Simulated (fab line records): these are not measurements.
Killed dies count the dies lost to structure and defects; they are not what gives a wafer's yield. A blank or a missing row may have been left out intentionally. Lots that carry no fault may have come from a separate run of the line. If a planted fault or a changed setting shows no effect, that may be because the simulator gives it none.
Matching of chambers / flow nand-harc / NHARC_A_M0_DESCUM_14 on rie-diel-01: 4 sister chambers
The step chemistry O2, time 3 s. 20 wafers are shown with their chamber, then 10 later ones without.

== EACH WAFER AND ITS CHAMBER ==
wafer=L075.1; chamber=0; showerhead-plenum-p-Torr (Torr)=1.80; drypump-motor-current-A (A)=6.0; rf-vpp-V (V)=57.1
wafer=L075.2; chamber=1; showerhead-plenum-p-Torr (Torr)=1.82; drypump-motor-current-A (A)=5.4; rf-vpp-V (V)=57.6
wafer=L075.5; chamber=3; showerhead-plenum-p-Torr (Torr)=2.02; drypump-motor-current-A (A)=5.8; rf-vpp-V (V)=57.9
wafer=L076.1; chamber=3; showerhead-plenum-p-Torr (Torr)=2.02; drypump-motor-current-A (A)=5.8; rf-vpp-V (V)=58.5
wafer=L076.3; chamber=1; showerhead-plenum-p-Torr (Torr)=1.82; drypump-motor-current-A (A)=5.4; rf-vpp-V (V)=57.3
wafer=L076.5; chamber=1; showerhead-plenum-p-Torr (Torr)=1.82; drypump-motor-current-A (A)=5.4; rf-vpp-V (V)=56.2
wafer=L077.2; chamber=1; showerhead-plenum-p-Torr (Torr)=1.82; drypump-motor-current-A (A)=5.4; rf-vpp-V (V)=56.9
wafer=L077.3; chamber=0; showerhead-plenum-p-Torr (Torr)=1.80; drypump-motor-current-A (A)=6.0; rf-vpp-V (V)=56.7
wafer=L077.5; chamber=2; showerhead-plenum-p-Torr (Torr)=2.05; drypump-motor-current-A (A)=5.8; rf-vpp-V (V)=59.4
wafer=L081.1; chamber=1; showerhead-plenum-p-Torr (Torr)=1.82; drypump-motor-current-A (A)=5.4; rf-vpp-V (V)=57.0
wafer=L081.2; chamber=3; showerhead-plenum-p-Torr (Torr)=2.02; drypump-motor-current-A (A)=5.9; rf-vpp-V (V)=57.2
wafer=L081.5; chamber=0; showerhead-plenum-p-Torr (Torr)=1.80; drypump-motor-current-A (A)=6.0; rf-vpp-V (V)=56.5
wafer=L090.3; chamber=2; showerhead-plenum-p-Torr (Torr)=2.04; drypump-motor-current-A (A)=5.7; rf-vpp-V (V)=57.6
wafer=L090.5; chamber=0; showerhead-plenum-p-Torr (Torr)=1.80; drypump-motor-current-A (A)=6.0; rf-vpp-V (V)=56.4
wafer=L090.6; chamber=1; showerhead-plenum-p-Torr (Torr)=1.82; drypump-motor-current-A (A)=5.4; rf-vpp-V (V)=56.4
wafer=L089.2; chamber=3; showerhead-plenum-p-Torr (Torr)=2.02; drypump-motor-current-A (A)=5.9; rf-vpp-V (V)=58.2
wafer=L089.4; chamber=0; showerhead-plenum-p-Torr (Torr)=1.80; drypump-motor-current-A (A)=6.0; rf-vpp-V (V)=58.9
wafer=L089.5; chamber=1; showerhead-plenum-p-Torr (Torr)=1.82; drypump-motor-current-A (A)=5.4; rf-vpp-V (V)=57.4
wafer=L092.1; chamber=3; showerhead-plenum-p-Torr (Torr)=2.02; drypump-motor-current-A (A)=5.9; rf-vpp-V (V)=58.7
wafer=L092.3; chamber=2; showerhead-plenum-p-Torr (Torr)=2.04; drypump-motor-current-A (A)=5.8; rf-vpp-V (V)=58.6

SIGNATURES, as means of the wafers listed above
reading=showerhead-plenum-p-Torr; chamber 0=1.8000; chamber 1=1.8200; chamber 2=2.0433; chamber 3=2.0200; scatter within a chamber=0.00204
reading=drypump-motor-current-A; chamber 0=6.000; chamber 1=5.400; chamber 2=5.767; chamber 3=5.860; scatter within a chamber=0.0342
reading=rf-vpp-V; chamber 0=57.120; chamber 1=56.971; chamber 2=58.533; chamber 3=58.100; scatter within a chamber=0.745
Rule: for a wafer and a chamber, the distance is found by dividing, reading by reading, the gap between the wafer's reading and the chamber's mean by the reading's scatter, squaring, summing and taking the root. If the next closest chamber is less than 2 further off than the closest, the wafer can't be placed; otherwise it belongs to the closest. The scatter is the square root of a quotient: the sum, over the shown wafers, of each reading's squared deviation from its chamber's mean, divided by wafers minus chambers.

== WAFERS WITH NO CHAMBER GIVEN ==
wafer=L092.4; showerhead-plenum-p-Torr (Torr)=1.79; drypump-motor-current-A (A)=6.0; rf-vpp-V (V)=56.3
wafer=L091.1; showerhead-plenum-p-Torr (Torr)=2.02; drypump-motor-current-A (A)=5.8; rf-vpp-V (V)=57.3
wafer=L091.2; showerhead-plenum-p-Torr (Torr)=1.79; drypump-motor-current-A (A)=6.0; rf-vpp-V (V)=55.9
wafer=L091.5; showerhead-plenum-p-Torr (Torr)=2.04; drypump-motor-current-A (A)=5.7; rf-vpp-V (V)=58.7
wafer=L093.1; showerhead-plenum-p-Torr (Torr)=1.79; drypump-motor-current-A (A)=6.0; rf-vpp-V (V)=57.3
wafer=L093.2; showerhead-plenum-p-Torr (Torr)=2.04; drypump-motor-current-A (A)=5.7; rf-vpp-V (V)=57.6
wafer=L093.6; showerhead-plenum-p-Torr (Torr)=1.82; drypump-motor-current-A (A)=5.4; rf-vpp-V (V)=57.4
wafer=L096.1; showerhead-plenum-p-Torr (Torr)=2.04; drypump-motor-current-A (A)=5.8; rf-vpp-V (V)=59.1
wafer=L096.4; showerhead-plenum-p-Torr (Torr)=2.02; drypump-motor-current-A (A)=5.9; rf-vpp-V (V)=57.7
wafer=L096.6; showerhead-plenum-p-Torr (Torr)=1.82; drypump-motor-current-A (A)=5.4; rf-vpp-V (V)=56.1

== THE CHAMBER EACH PASSED THROUGH ==
wafer=L092.4; from the rows above=0; in truth=0
wafer=L091.1; from the rows above=3; in truth=3
wafer=L091.2; from the rows above=0; in truth=0
wafer=L091.5; from the rows above=2; in truth=2
wafer=L093.1; from the rows above=0; in truth=0
wafer=L093.2; from the rows above=2; in truth=2
wafer=L093.6; from the rows above=1; in truth=1
wafer=L096.1; from the rows above=2; in truth=2
wafer=L096.4; from the rows above=3; in truth=3
wafer=L096.6; from the rows above=1; in truth=1
10 of 10 placed correctly. Number that these rows cannot place: 0. 0 placed wrongly.
